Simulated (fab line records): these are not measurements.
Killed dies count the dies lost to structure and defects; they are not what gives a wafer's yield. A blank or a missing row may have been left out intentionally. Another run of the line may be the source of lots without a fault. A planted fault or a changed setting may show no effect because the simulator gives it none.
Lot-split experiment / flow n5 finfet / 21 wafers read across 7 lots, on a route 1938 steps long

== THE SPLIT ==
At N5_MIM_TOP_SPUTTER_03 (material TiN, target thk 35 nm, time 89.7 s), the setting time s was moved away from the recipe's 89.7 s on 7 of the 21 wafers read, by -6.2% to +14.9%. For the rest of the wafers, this setting stayed at what the recipe calls for.

Reading taken at the split's own step.

== THE READING ==
TiN_of_MIM_TOP_SPUTTER_03.thk nm (the simulator's own value, which no gauge read), in nm, at N5_MIM_TOP_SPUTTER_03 (material TiN, target thk 35 nm, time 89.7 s). There is no usual value for it anywhere in the file. Here, 14 wafers ran the recipe; their average is 34.7 nm with a standard deviation of 0.5 nm.

wafer=L077.3; tool, chamber at the split=pvd sputter-03, -; time s as run, s=103.1; against the recipe=+14.9%; TiN_of_MIM_TOP_SPUTTER_03.thk nm, nm=40.6; against lot-mates on the recipe=+5.4
wafer=L077.4; tool, chamber at the split=pvd sputter-03, -; time s as run, s=89.7; against the recipe=recipe; TiN_of_MIM_TOP_SPUTTER_03.thk nm, nm=35.2; against lot-mates on the recipe=-
wafer=L077.6; tool, chamber at the split=pvd sputter-03, -; time s as run, s=103.1; against the recipe=+14.9%; TiN_of_MIM_TOP_SPUTTER_03.thk nm, nm=40.2; against lot-mates on the recipe=+5.0
wafer=L081.4; tool, chamber at the split=pvd sputter-02, -; time s as run, s=89.7; against the recipe=recipe; TiN_of_MIM_TOP_SPUTTER_03.thk nm, nm=35.8; against lot-mates on the recipe=-
wafer=L081.5; tool, chamber at the split=pvd sputter-02, -; time s as run, s=99.54; against the recipe=+11.0%; TiN_of_MIM_TOP_SPUTTER_03.thk nm, nm=39.6; against lot-mates on the recipe=+3.8
wafer=L081.6; tool, chamber at the split=pvd sputter-02, -; time s as run, s=99.54; against the recipe=+11.0%; TiN_of_MIM_TOP_SPUTTER_03.thk nm, nm=39.6; against lot-mates on the recipe=+3.8
wafer=L074.1; tool, chamber at the split=pvd sputter-01, -; time s as run, s=99.73; against the recipe=+11.2%; TiN_of_MIM_TOP_SPUTTER_03.thk nm, nm=39.2; against lot-mates on the recipe=+3.8
wafer=L074.3; tool, chamber at the split=pvd sputter-01, -; time s as run, s=89.7; against the recipe=recipe; TiN_of_MIM_TOP_SPUTTER_03.thk nm, nm=35.4; against lot-mates on the recipe=-
wafer=L074.5; tool, chamber at the split=pvd sputter-01, -; time s as run, s=99.73; against the recipe=+11.2%; TiN_of_MIM_TOP_SPUTTER_03.thk nm, nm=39.4; against lot-mates on the recipe=+4.0
wafer=L083.2; tool, chamber at the split=pvd sputter-02, -; time s as run, s=89.7; against the recipe=recipe; TiN_of_MIM_TOP_SPUTTER_03.thk nm, nm=34.8; against lot-mates on the recipe=-
wafer=L083.6; tool, chamber at the split=pvd sputter-02, -; time s as run, s=89.7; against the recipe=recipe; TiN_of_MIM_TOP_SPUTTER_03.thk nm, nm=34.8; against lot-mates on the recipe=-
wafer=L083.3; tool, chamber at the split=pvd sputter-02, -; time s as run, s=89.7; against the recipe=recipe; TiN_of_MIM_TOP_SPUTTER_03.thk nm, nm=35.2; against lot-mates on the recipe=-
wafer=L087.1; tool, chamber at the split=pvd sputter-01, -; time s as run, s=89.7; against the recipe=recipe; TiN_of_MIM_TOP_SPUTTER_03.thk nm, nm=34.8; against lot-mates on the recipe=-
wafer=L087.3; tool, chamber at the split=pvd sputter-01, -; time s as run, s=89.7; against the recipe=recipe; TiN_of_MIM_TOP_SPUTTER_03.thk nm, nm=34.8; against lot-mates on the recipe=-
wafer=L087.4; tool, chamber at the split=pvd sputter-01, -; time s as run, s=84.15; against the recipe=-6.2%; TiN_of_MIM_TOP_SPUTTER_03.thk nm, nm=32.6; against lot-mates on the recipe=-2.2
wafer=L093.2; tool, chamber at the split=pvd sputter-03, -; time s as run, s=89.7; against the recipe=recipe; TiN_of_MIM_TOP_SPUTTER_03.thk nm, nm=34.4; against lot-mates on the recipe=-
wafer=L093.6; tool, chamber at the split=pvd sputter-03, -; time s as run, s=89.7; against the recipe=recipe; TiN_of_MIM_TOP_SPUTTER_03.thk nm, nm=34.4; against lot-mates on the recipe=-
wafer=L093.4; tool, chamber at the split=pvd sputter-03, -; time s as run, s=89.7; against the recipe=recipe; TiN_of_MIM_TOP_SPUTTER_03.thk nm, nm=34; against lot-mates on the recipe=-
wafer=L096.3; tool, chamber at the split=pvd sputter-03, -; time s as run, s=89.7; against the recipe=recipe; TiN_of_MIM_TOP_SPUTTER_03.thk nm, nm=34; against lot-mates on the recipe=-
wafer=L096.4; tool, chamber at the split=pvd sputter-03, -; time s as run, s=89.7; against the recipe=recipe; TiN_of_MIM_TOP_SPUTTER_03.thk nm, nm=34.4; against lot-mates on the recipe=-
wafer=L096.6; tool, chamber at the split=pvd sputter-03, -; time s as run, s=89.7; against the recipe=recipe; TiN_of_MIM_TOP_SPUTTER_03.thk nm, nm=34.4; against lot-mates on the recipe=-

FIT RESULTS
A straight line over all 21 wafers: TiN_of_MIM_TOP_SPUTTER_03.thk nm changes by +0.397 nm for each +1% of time s; r = +0.98; the points scatter about the line by 0.48 nm.
The same after taking each lot's own level away (the mean of its wafers on the recipe; 21 wafers): +0.348 nm for each +1%; r = +1.00; scatter 0.15 nm.
The reading moves by 5.2 nm for the largest change in time s, on that fit.
Measured against the standard deviation above, the lots' own levels, which go from 34.27 to 35.80 nm, span 3.0 times it.
Hence the slope depends on the lot-to-lot level, as the two fits are not the same.
Check: +5.14 nm against its lot-mates is what the line predicts for one of the wafers moved furthest among these (+14.9%) when that wafer is left out of the fit. Against them it came out at +5.4 nm.

== THE OTHER SPLITS THESE WAFERS WENT THROUGH ==
Note: prior to the reading, these wafers also went through further splits. Each is held against what the fit with the lots' levels taken away leaves over:
other split on the same wafers=N5_BEOL_M11_ETCH_41 time s; wafers away from the commonest value=8; r with TiN_of_MIM_TOP_SPUTTER_03.thk nm (lot level and that fit taken away)=+0.11
other split on the same wafers=N5_BEOL_M12_SPUTTER_44 power w; wafers away from the commonest value=8; r with TiN_of_MIM_TOP_SPUTTER_03.thk nm (lot level and that fit taken away)=-0.06
other split on the same wafers=N5_BEOL_M13_COAT_58 spin rpm; wafers away from the commonest value=10; r with TiN_of_MIM_TOP_SPUTTER_03.thk nm (lot level and that fit taken away)=+0.20
other split on the same wafers=N5_BEOL_M14_ILD_DEP_00 time s; wafers away from the commonest value=11; r with TiN_of_MIM_TOP_SPUTTER_03.thk nm (lot level and that fit taken away)=-0.05
other split on the same wafers=N5_BEOL_M14_EXPOSE_07 dose mj; wafers away from the commonest value=8; r with TiN_of_MIM_TOP_SPUTTER_03.thk nm (lot level and that fit taken away)=+0.02
other split on the same wafers=N5_MIM_BOT_SPUTTER_00 time s; wafers away from the commonest value=7; r with TiN_of_MIM_TOP_SPUTTER_03.thk nm (lot level and that fit taken away)=+0.02

== THE FILE'S OWN FIT ==
TiN_of_MIM_TOP_SPUTTER_03.thk nm changes by +0.348 nm for each +1% of time s, r = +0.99.
